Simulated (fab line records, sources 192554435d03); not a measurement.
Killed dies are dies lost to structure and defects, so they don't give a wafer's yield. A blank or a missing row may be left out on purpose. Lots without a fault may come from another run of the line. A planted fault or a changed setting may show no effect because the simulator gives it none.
A struck lot beside a sound one | flow n5_finfet | 14 steps out of a route of 1938
Sound: wafers L392.1, L392.2, L392.4. Struck: wafers L386.1, L386.3, L386.4. The cause comes at the end.
At each step with rows: each side's tool, then ch and its chambers, then its first start. Under that, the readings that differ: sound wafers | struck wafers | difference of the means | sigmas: that difference in standard deviations of wafers without a fault.
alike: readings whose means differ by less than 2 such deviations, and words and numbers that are the same on both sides. not compared: withheld readings, readings that some wafer has no value for, bounds like >300 that may hide the same value, and numbers for which the record gives no deviation and whose values overlap.
The two part at a step that has a row with sigmas, a row that says differs or no value, or rows on one side only. Numbers that don't overlap but have no deviation are shown without sigmas and don't part them. A reading that every wafer of one side lacks parts them only if that side has two wafers or more.

N5_BEOL_M3_INSPECT_59: inspects for defects (darkfield).
  sound on defect_inspect-01, day 13 04:43; struck on defect_inspect-02, day 12 01:16
  reading          | sound    | struck     | difference | sigmas
  raw_defect_count | 50 49 40 | 121 143 92 | +72        | +3
N5_BEOL_M4_ILD_DEP_00: deposits SiOC from DEMS/O2, target thk 79 nm, time 15.3 s.
  sound on pecvd-04 ch 0,1, day 13 04:45; struck on pecvd-02 ch 0,2, day 12 01:18
  alike: heater_power_w, showerhead_plenum_p_Torr, throttle_valve_pct
N5_BEOL_M4_THK_MEAS_01:
  sound on film_metro-01, day 13 04:49; struck on film_metro-01, day 12 01:22
  alike: M4_ILD_THK
N5_BEOL_M4_PECVD_72: deposits SiO2 from TEOS/O2, target thk 16 nm, time 18 s.
  sound on pecvd-02 ch 0,1,2, day 13 04:51; struck on pecvd-01 ch 1,2, day 12 01:24
  alike: heater_power_w, showerhead_plenum_p_Torr, throttle_valve_pct
N5_BEOL_M4_HM_DEP_02: deposits TiN, target thk 20 nm.
  sound on pvd_sputter-02, day 13 05:17; struck on pvd_sputter-03, day 12 01:38
  alike: substrate_temp_c, throttle_valve_pct
then, 7 steps without rows for these wafers: N5_BEOL_M4_COAT_61 (time 60 s, resist thk 60 nm); N5_BEOL_M4_COAT_62 (time 60 s, resist thk 12 nm); N5_BEOL_M4_COAT_73 (time 60 s, resist thk 5 nm); N5_BEOL_M4_COAT_05 (resist thk 30 nm); N5_BEOL_M4_EBR_07; N5_BEOL_M4_SOFTBAKE_06 (time 60 s); N5_BEOL_M4_EXPOSE_08 (exposes mask M4).
N5_BEOL_M4_PEB_09: peb time 60 s.
  sound on litho_track-01 ch 0, day 13 05:44; struck on litho_track-05, day 12 02:05
  no value came back on the struck wafers for chill_plate_temp_C (C), exhaust_pa (Pa); on the sound wafers chill_plate_temp_C (C) reads 23.06 22.97 22.94
then, 1 step without rows for these wafers: N5_BEOL_M4_DEVELOP_10 (develop time 30 s).

WHERE THEY PART
First at N5_BEOL_M3_INSPECT_59; last, within this record, at N5_BEOL_M4_PEB_09.

WHY: what the simulator had put in
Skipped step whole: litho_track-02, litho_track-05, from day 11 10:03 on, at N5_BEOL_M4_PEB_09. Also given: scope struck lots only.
